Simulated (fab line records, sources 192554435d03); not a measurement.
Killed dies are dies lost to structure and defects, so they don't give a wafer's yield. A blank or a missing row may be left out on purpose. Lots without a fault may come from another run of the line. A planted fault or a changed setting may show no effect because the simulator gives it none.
Chamber matching | flow n5_finfet | N5_HKMG_FIN_ETCH_31 on rie_diel-04: 4 sister chambers
The step etches SiARC in CF4, target depth 45.5 nm, time 75.8 s. 4 wafers are shown with their chamber, then 12 later ones without.

WAFERS WITH THEIR CHAMBER
wafer  | chamber | throttle_valve_pct (%)
L084.2 | 1       | 15.67
L085.2 | 0       | 15.12
L085.3 | 2       | 15.28
L085.4 | 3       | 15.56

WAFERS WITHOUT THEIR CHAMBER
wafer  | throttle_valve_pct (%)
L087.2 | 15.68
L087.3 | 15.57
L087.6 | 15.29
L089.3 | 15.30
L089.5 | 15.57
L089.6 | 15.32
L090.2 | 15.30
L090.5 | 15.70
L090.6 | 15.31
L093.3 | 15.33
L093.4 | 15.59
L093.6 | 15.72

WHICH CHAMBER EACH WENT THROUGH
wafer  | from the rows above     | in truth
L087.2 | 1                       | 1
L087.3 | 3                       | 3
L087.6 | 2                       | 2
L089.3 | 2                       | 2
L089.5 | 3                       | 3
L089.6 | 2                       | 2
L090.2 | 2                       | 2
L090.5 | 1                       | 1
L090.6 | 2                       | 2
L093.3 | 2                       | 2
L093.4 | can't be placed: 3 or 1 | 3
L093.6 | 1                       | 1
Placed correctly: 11 of 12. Can't be placed from these rows: 1 (the true chamber is among the candidates in 1). Placed wrongly: 0.
How it was worked out, from the rows above alone: a wafer's distance from a chamber is the root of the sum, over the readings, of the square of ((its reading less the chamber's mean) divided by the reading's scatter). The wafer belongs to the nearest chamber; if the next one is less than 2 further off, it can't be placed. A chamber's mean is the mean of its shown wafers. The scatter: with one shown wafer a chamber, the root of the mean of the squares of how far each hidden wafer lies from its nearest shown one.
